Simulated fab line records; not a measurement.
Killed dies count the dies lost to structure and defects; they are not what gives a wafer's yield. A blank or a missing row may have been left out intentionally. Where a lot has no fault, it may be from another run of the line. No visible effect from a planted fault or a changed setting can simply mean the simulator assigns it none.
A single fault, viewed from 3 desks    flow nandHarc    only its own numbers are on each desk; what lay behind them is given at the end

## FROM THE METROLOGY DESK
Lot by lot, what the gauges showed, no matter which tool ran the lot: averages of those sampled wafers that carry a number. A lot is out of limits, marked OUT, if its mean lies more than 4 standard deviations from the usual mean; the brackets give that distance.
Columns: A = cdNm at NHARC_A_CONTACT_CD_MEAS_53, usual 189.3 nm
lot   first seen here  A
L841  day 17 04:56     189.4
L842  day 17 12:30     189.5
L843  day 17 23:13     188.9
L852  day 19 19:23     188.4
L851  day 19 22:04     190.1
L853  day 20 12:31     189.3
L854  day 21 03:21     190.7
L855  day 21 03:50     190.5
L858  day 21 18:41     188.2
L856  day 21 20:52     189.8
L857  day 22 03:50     189.3
L859  day 23 00:09     187.8
This desk found nothing out of limits on any of the 12 lots.

## THE DEFECT DESK
Lot by lot, what the route's inspections counted, given as the mean of those sampled wafers with a number. A lot is out of limits, marked OUT, if its mean lies more than 4 standard deviations from the usual mean; the brackets give that distance.
Columns: A = rawDefectCount at NHARC_A_CONTACT_INSPECT_71, usual 31
lot   first seen here  A
L841  day 17 08:35     16
L842  day 17 18:03     921 (+64) OUT
L843  day 18 03:24     954 (+66) OUT
L852  day 20 01:13     37
L851  day 20 02:49     54
L853  day 20 16:05     40
L854  day 21 07:42     17
L855  day 21 08:04     52
L858  day 21 22:08     24
L856  day 22 00:57     55
L857  day 22 07:25     39
L859  day 23 03:50     22
Finding of this desk: L842, L843 out of limits; the first was L842 at day 17 18:03, on rawDefectCount at NHARC_A_CONTACT_INSPECT_71. L841, L852, L851, L853, L854, L855, L858, L856, L857, L859 stayed within limits.

## THE TOOL OWNER'S DESK: pecvd-03
The tool's own readings at NHARC_A_CONTACT_DEP_58 (deposits SiON, target thk 60 nm): means of the sampled wafers that have a number, for each lot that ran on this tool. A lot is out of limits, marked OUT, if its mean lies more than 4 standard deviations from the usual mean; the brackets give that distance.
Columns: A = heaterPowerOuterW at NHARC_A_CONTACT_DEP_58, usual 483 W; B = heaterPowerW at NHARC_A_CONTACT_DEP_58, usual 808 W
lot   first seen here  A    B
L841  day 17 07:47     498  764
L842  day 17 17:12     544  891
L843  day 18 02:43     522  836
L854  day 21 07:01     565  950
L855  day 21 07:24     516  812
L856  day 22 00:06     529  879
This desk found nothing out of limits on any of the 6 lots.

## ALL TOGETHER
The defect desk could have raised an alarm at day 17 18:03, on L842, L843.
From the metrology desk's view, nothing was out of limits.
The tool owner's desk saw nothing out of limits.
The metrology desk has L842, L843 on record, within its limits.
Tool owner's desk: L842, L843 on record, inside its limits.
The lots listed all ran NHARC_A_CONTACT_DEP_58 on pecvd-03.

## WHAT WAS PUT IN BY THE SIMULATOR
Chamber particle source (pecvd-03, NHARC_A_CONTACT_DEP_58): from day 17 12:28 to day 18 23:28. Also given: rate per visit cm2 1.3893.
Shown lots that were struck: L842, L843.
Hours from the fault's start to each desk's first reading out of limits: the defect desk, 6.
